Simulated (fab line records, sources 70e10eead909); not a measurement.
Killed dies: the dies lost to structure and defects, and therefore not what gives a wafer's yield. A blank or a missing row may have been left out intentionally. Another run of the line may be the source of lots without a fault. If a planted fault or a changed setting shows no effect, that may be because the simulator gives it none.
Check for tools in common ; flow nand harc ; Sampled: 11 lots, 36 wafers

## WHY THIS WAS OPENED
On 1 of the 11 lots, a flag is raised at NHARC_P_ZERO_WELL_CD_MEAS_37 on the reading cd nm. No-fault wafers: 719.8 nm, standard deviation 1.4.
Rule: a lot is flagged when every wafer of it that has a number lies more than 4 standard deviations from that mean, or none has a number. The other lots count as sound.

lot;measured;on;cd nm (nm), wafer by wafer;flag
L476;day 2 10:14;cd sem-03;719.3 719.2 717.8;
L478;day 3 09:20;cd sem-01;721.1 721.8 721.6;
L481;day 4 12:14;cd sem-03;721.2 720.0 717.6;
L482;day 4 22:29;cd sem-01;720.7 718.7 718.9;
L483;day 5 08:11;cd sem-01;722.2 721.9 722.0;
L484;day 5 18:08;cd sem-01;719.5 720.3 721.4;
L485;day 6 04:18;cd sem-03;719.2 719.5 722.3;
L486;day 6 14:01;cd sem-01;717.8 716.7 718.8;
L487;day 7 00:07;cd sem-01;718.2 718.1 717.2;
L488;day 7 10:08;cd sem-03;739.0 739.0 740.6 738.7 739.0 740.3;FLAGGED
L498;day 11 14:08;cd sem-02;718.8 718.1 719.1;
Average over the flagged lots: 739.4 nm; offset from the usual +19.6 nm, equal to +14 standard deviations.

## WHICH TOOL EACH LOT WENT THROUGH
Before the reading, the record contains 2 process steps out of a 1302-step route. In each cell: the tool, then ch and the chambers that the sampled wafers went through, then the start.
lot;flag;NHARC_P_ZERO_WELL_DESCUM_13;NHARC_P_ZERO_WELL_EXPOSE_34
L476;;rie diel-10 ch 0,2,3, day 2 07:32;krf scanner-01 ch 0, day 2 10:04
L478;;rie diel-07 ch 2,3, day 3 03:23;krf scanner-01 ch 0, day 3 09:10
L481;;rie diel-07 ch 0,1, day 4 09:25;krf scanner-01 ch 0, day 4 12:05
L482;;rie diel-10 ch 0,1,3, day 4 19:40;krf scanner-04 ch 0, day 4 22:20
L483;;rie diel-10 ch 0,1,3, day 5 05:20;krf scanner-01 ch 0, day 5 08:02
L484;;rie diel-10 ch 0,1,3, day 5 15:26;krf scanner-02 ch 0, day 5 17:59
L485;;rie diel-10 ch 0,1,3, day 6 01:24;krf scanner-04 ch 0, day 6 04:09
L486;;rie diel-04 ch 0,1,3, day 6 11:17;krf scanner-02 ch 0, day 6 13:52
L487;;rie diel-04 ch 1,2, day 6 21:23;krf scanner-02 ch 0, day 6 23:58
L488;FLAGGED;rie diel-10 ch 0,1,2, day 7 07:17;krf scanner-01 ch 0, day 7 09:58
L498;;rie diel-04 ch 0,2, day 11 11:16;krf scanner-01 ch 0, day 11 13:59
What the steps here do:
- NHARC_P_ZERO_WELL_DESCUM_13: chemistry O2, time 3 s.
- NHARC_P_ZERO_WELL_EXPOSE_34: exposes mask P PWELL, target cd 720 nm.
- NHARC_P_ZERO_WELL_CD_MEAS_37: target cd 720 nm.

## FLAGGED AGAINST TOTAL, ONE TOOL AT A TIME (gauges that did the reading follow at the end)
step;tool;lots run;flagged;share of the flagged lots;sound lots run after its first flagged lot
NHARC_P_ZERO_WELL_DESCUM_13;rie diel-04;3;0;none;-
NHARC_P_ZERO_WELL_DESCUM_13;rie diel-07;2;0;none;-
NHARC_P_ZERO_WELL_DESCUM_13;rie diel-10;6;1;all;0
NHARC_P_ZERO_WELL_EXPOSE_34;krf scanner-01;6;1;all;1 (L498)
NHARC_P_ZERO_WELL_EXPOSE_34;krf scanner-02;3;0;none;-
NHARC_P_ZERO_WELL_EXPOSE_34;krf scanner-04;2;0;none;-
NHARC_P_ZERO_WELL_CD_MEAS_37;cd sem-01;6;0;none;-
NHARC_P_ZERO_WELL_CD_MEAS_37;cd sem-02;1;0;none;-
NHARC_P_ZERO_WELL_CD_MEAS_37;cd sem-03;4;1;all;0

## WHAT IS ALLOWED BY THE TABLE
In the table, 3 rows ran each flagged lot (rie diel-10 at NHARC_P_ZERO_WELL_DESCUM_13; krf scanner-01 at NHARC_P_ZERO_WELL_EXPOSE_34; cd sem-03 at NHARC_P_ZERO_WELL_CD_MEAS_37).
- rie diel-10 at NHARC_P_ZERO_WELL_DESCUM_13: 1 of its 6 lots flagged. Its last sound lot is L485 (day 6 01:24), its first flagged lot L488 (day 7 07:17): a fault that began between those two fits.
- krf scanner-01 at NHARC_P_ZERO_WELL_EXPOSE_34: 1 of its 6 lots flagged. Sound lots followed the first flagged one (L498) on it, something a lasting fault affecting the whole tool could not allow.
- cd sem-03 at NHARC_P_ZERO_WELL_CD_MEAS_37: 1 of its 4 lots flagged. Its last sound lot is L485 (day 6 04:18), its first flagged lot L488 (day 7 10:08): a fault that began between those two fits.
These 2 tools cannot be told apart by counting lots, since each of them fits a fault that started at some hour. More lots, or a look at what each step does to the wafer, might.

## WHAT WAS PUT IN BY THE SIMULATOR
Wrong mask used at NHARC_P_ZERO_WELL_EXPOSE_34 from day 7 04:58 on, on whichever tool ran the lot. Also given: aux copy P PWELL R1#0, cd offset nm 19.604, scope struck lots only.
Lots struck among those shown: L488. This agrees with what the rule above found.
